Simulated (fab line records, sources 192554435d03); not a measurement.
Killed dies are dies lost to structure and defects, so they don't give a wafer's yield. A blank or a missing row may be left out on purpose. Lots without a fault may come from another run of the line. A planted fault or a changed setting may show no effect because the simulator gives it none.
Chamber matching | flow n5_finfet | N5_BEOL_M3_CO_CAP_55 on cvd_co-01: 3 sister chambers
The step material Co, precursor CCTBA/H2, target thk 2 nm, time 102.1 s. 6 wafers are shown with their chamber, then 12 later ones without.

WAFERS WITH THEIR CHAMBER
wafer  | chamber | heater_power_w (W) | heater_power_outer_w (W)
L090.5 | 0       | 226                | 125
L092.1 | 0       | 222                | 125
L092.3 | 1       | 268                | 130
L093.1 | 2       | 225                | 124
L093.2 | 1       | 279                | 136
L093.4 | 2       | 219                | 125

WAFERS WITHOUT THEIR CHAMBER
wafer  | heater_power_w (W) | heater_power_outer_w (W)
L094.2 | 266                | 131
L094.4 | 220                | 123
L094.6 | 270                | 132
L095.1 | 218                | 119
L095.4 | 221                | 123
L095.6 | 273                | 133
L096.2 | 228                | 127
L096.4 | 225                | 125
L096.6 | 223                | 124
L097.3 | 274                | 131
L097.4 | 220                | 124
L097.5 | 221                | 123

WHICH CHAMBER EACH WENT THROUGH
wafer  | from the rows above     | in truth
L094.2 | 1                       | 1
L094.4 | can't be placed: 2 or 0 | 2
L094.6 | 1                       | 1
L095.1 | can't be placed: 2 or 0 | 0
L095.4 | can't be placed: 2 or 0 | 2
L095.6 | 1                       | 1
L096.2 | can't be placed: 0 or 2 | 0
L096.4 | can't be placed: 0 or 2 | 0
L096.6 | can't be placed: 2 or 0 | 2
L097.3 | 1                       | 1
L097.4 | can't be placed: 2 or 0 | 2
L097.5 | can't be placed: 2 or 0 | 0
Placed correctly: 4 of 12. Can't be placed from these rows: 8 (the true chamber is among the candidates in 8). Placed wrongly: 0.
How it was worked out, from the rows above alone: a wafer's distance from a chamber is the root of the sum, over the readings, of the square of ((its reading less the chamber's mean) divided by the reading's scatter). The wafer belongs to the nearest chamber; if the next one is less than 2 further off, it can't be placed. A chamber's mean is the mean of its shown wafers. The scatter: the root of (the sum of the squares of (reading less its chamber's mean) over the shown wafers, divided by (wafers less chambers)).
